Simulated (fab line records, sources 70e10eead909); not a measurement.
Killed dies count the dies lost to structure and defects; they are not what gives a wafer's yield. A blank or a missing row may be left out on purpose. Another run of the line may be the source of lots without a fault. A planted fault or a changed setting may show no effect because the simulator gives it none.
Problem report, 8D (eight disciplines) form, completed by code | flow nand_harc | the parts of the form that need people (team, actions taken, sign-off) are left out

== 1. PROBLEM STATEMENT ==
Wafers without a fault read 89.8 nm, standard deviation 0.5; cd_nm at NHARC_P_M0_CD_MEAS_09 reads a mean of 76.2 nm on 9 wafers belonging to 3 lots. That is -27 standard deviations from the usual mean.
The step: target cd 90 nm.
Seen first at day 8 18:14 on cd_sem-03, wafer L880.1. The record has a number at this step for 45 wafers belonging to 15 lots. The rule behind "out" and "out of limits": a value lying over 4 standard deviations away from the usual mean. The rest of the wafers with a number are treated as sound.

== 2. WHAT THIS IS AND IS NOT ==
question                    | is                     | is not
which readings at this step | cd_nm                  | -
which lots                  | L880, L881, L886       | L874, L875, L876, L877, L879, L883, L889, L892, L893, L895, L896, L897
which wafers of those lots  | all that have a number | -
read on which gauges        | cd_sem-01, cd_sem-03   | cd_sem-02
when                        | from day 8 18:14       | up to then (15 sound wafers); but 21 sound wafers of L883, L889, L892, L893, L895, L896, L897 came after

== 3. WHAT RULES OUT EACH SUSPECT ==
Counting: a tool stays on the suspect list if, at a process step up to the reading, it processed all lots that are out and no sound lot following the first of them.
- the gauge at NHARC_P_M0_CD_MEAS_09 has been ruled out. Those wafers that are out were read across 2 gauges (cd_sem-01, cd_sem-03).
- arfi_scanner-03 at NHARC_P_M0_EXPOSE_06 (exposes mask P M0, target cd 90 nm): kept. All lots that are out passed through it, beginning with L880 at day 8 18:05, and no sound lot followed; its final sound lot before that point was L879 at day 8 02:47. Out on those wafers are its own readings of exposure_dose_mJ_cm2.
Left after counting: arfi_scanner-03 at NHARC_P_M0_EXPOSE_06.

== 4. THE CAUSE (what the simulator had put in) ==
Process parameters drifting: arfi_scanner-03 at NHARC_P_M0_EXPOSE_06, beginning at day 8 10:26. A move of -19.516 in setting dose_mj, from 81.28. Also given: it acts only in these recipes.
The count eliminated every tool but this one.

== 5. THE CHAIN OF EFFECTS, in route order ==
Each row: a reading whose mean over the struck wafers that have a number lies more than 3 standard deviations from the usual. Scope: only readings with a usual standard deviation given in the record; hours: median across lots of the time from each lot's start at the first step in this table that gives one to its start at this step; sigmas: change in usual standard deviations.
hours | step                  | reading              | usual   | on struck wafers | change | sigmas
0     | NHARC_P_M0_EXPOSE_06  | exposure_dose_mJ_cm2 | 81.27   | 65.40            | -15.87 | -99 or more
0     | NHARC_P_M0_CD_MEAS_09 | cd_nm                | 89.8 nm | 76.2             | -13.6  | -27
The process steps in it:
- NHARC_P_M0_EXPOSE_06: exposes mask P M0, target cd 90 nm.

== 6. HOW IT WOULD HAVE BEEN CAUGHT EARLIER ==
Counted from the fault's start at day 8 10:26, it took 8 hours until the first out-of-limits reading at a measuring or inspecting step in this record, taken at day 8 18:14.
Tool's own readings at NHARC_P_M0_EXPOSE_06, exposure_dose_mJ_cm2: out on all struck wafers the step has rows for; an alarm limit on them would have tripped on the first.
Of the lots that are out (3), L881, L886 began NHARC_P_M0_EXPOSE_06 on arfi_scanner-03 after day 8 18:14. A hold on the tool at that time would have spared those 2.
